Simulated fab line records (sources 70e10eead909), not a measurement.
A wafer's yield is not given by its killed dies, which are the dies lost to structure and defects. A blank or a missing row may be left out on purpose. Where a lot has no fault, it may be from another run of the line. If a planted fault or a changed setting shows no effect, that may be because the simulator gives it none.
Matching of chambers + flow nand harc + 4 sister chambers for NHARC_A_STAIRCASE_CMP_472 on cmp-02
The step polishes SiO2. 8 wafers are shown with their chamber, then 11 later ones without.

## EACH WAFER AND ITS CHAMBER
| wafer  | chamber | motor current A (A) |
|--------|---------|---------------------|
| L074.6 | 1       | 13.0                |
| L080.2 | 3       | 10.0                |
| L080.6 | 1       | 13.0                |
| L086.6 | 0       | 13.0                |
| L092.1 | 2       | 13.8                |
| L092.5 | 3       | 9.5                 |
| L092.6 | 2       | 13.9                |
| L091.1 | 0       | 12.7                |

## WAFERS WHOSE CHAMBER IS MISSING
| wafer  | motor current A (A) |
|--------|---------------------|
| L091.3 | 12.2                |
| L091.4 | 13.7                |
| L094.3 | 14.3                |
| L094.4 | 9.3                 |
| L094.6 | 9.3                 |
| L095.1 | 13.1                |
| L095.2 | 13.7                |
| L095.6 | 13.7                |
| L097.1 | 9.2                 |
| L097.3 | 13.2                |
| L097.6 | 9.4                 |

## EACH ONE'S CHAMBER
| wafer  | from the rows above     | in truth |
|--------|-------------------------|----------|
| L091.3 | can't be placed: 0 or 1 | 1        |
| L091.4 | 2                       | 2        |
| L094.3 | 2                       | 2        |
| L094.4 | 3                       | 3        |
| L094.6 | 3                       | 3        |
| L095.1 | can't be placed: 1 or 0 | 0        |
| L095.2 | 2                       | 2        |
| L095.6 | 2                       | 2        |
| L097.1 | 3                       | 3        |
| L097.3 | can't be placed: 1 or 0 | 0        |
| L097.6 | 3                       | 3        |
Correctly placed: 8 of 11. Not placeable from these rows: 3 (in 3, the candidates include the true chamber). 0 placed wrongly.
How it was worked out, from the rows above alone: a wafer's distance from a chamber is the root of the sum, over the readings, of the square of ((its reading less the chamber's mean) divided by the reading's scatter). The wafer belongs to the nearest chamber; if the next one is less than 2 further off, it can't be placed. The mean given for a chamber averages the wafers shown for that chamber. The scatter: take each reading less its chamber's mean, square it, sum over the shown wafers, divide by the number of wafers less the number of chambers, and take the root.
